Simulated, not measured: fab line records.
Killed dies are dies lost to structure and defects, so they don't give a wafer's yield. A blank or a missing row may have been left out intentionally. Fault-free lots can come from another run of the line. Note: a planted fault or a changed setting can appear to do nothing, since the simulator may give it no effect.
What tool caused it?    flow n5Finfet    10 lots, 30 wafers sampled, at 1 step of a route of 1938

## WHAT THE GAUGES SHOWED, per wafer
N5_WELL_APT_CD_MEAS_25 targets a cd of 200 nm.
lot   measured     on        cdNm (nm)
L747  day 1 15:33  cdSem-01  200.7 199.7 200.6
L748  day 1 21:06  cdSem-03  200.4 197.8 199.6
L749  day 2 03:11  cdSem-01  200.5 204.0 200.8
L752  day 2 20:49  cdSem-03  198.9 201.1 202.0
L756  day 3 21:34  cdSem-03  201.9 202.5 203.1
L757  day 4 02:51  cdSem-01  199.8 200.0 196.7
L763  day 5 14:49  cdSem-02  198.8 196.7 200.6
L764  day 5 20:53  cdSem-03  202.9 201.2 204.8
L768  day 6 20:51  cdSem-02  199.5 197.6 200.5
L769  day 7 03:02  cdSem-01  200.7 198.4 202.3

## WHAT TOOL EACH LOT RAN ON (gives the tool, then ch and the chambers of the sampled wafers, and finally the start)
No process step before these readings appears in the record.

## THE ANSWER, worked out from the rows above alone
Rule: usual is defined by the lots themselves. The widest of any qualifying gaps counts: lots, ordered by their means at a reading, are off when they make up no more than a third of the lots, leave a main group of 4 or more, and stand apart from it by 3 or more times the standard deviation of that group's means. If all means in a main group match to the digits the tables above print for the reading, that group is not used. Also off: a lot with no number at a reading for which 4 or more lots have one. The other lots that the step has rows for count as sound.
Nothing can be told from this: no lot is off at any reading shown.

## WHAT HAD BEEN PUT IN BY THE SIMULATOR
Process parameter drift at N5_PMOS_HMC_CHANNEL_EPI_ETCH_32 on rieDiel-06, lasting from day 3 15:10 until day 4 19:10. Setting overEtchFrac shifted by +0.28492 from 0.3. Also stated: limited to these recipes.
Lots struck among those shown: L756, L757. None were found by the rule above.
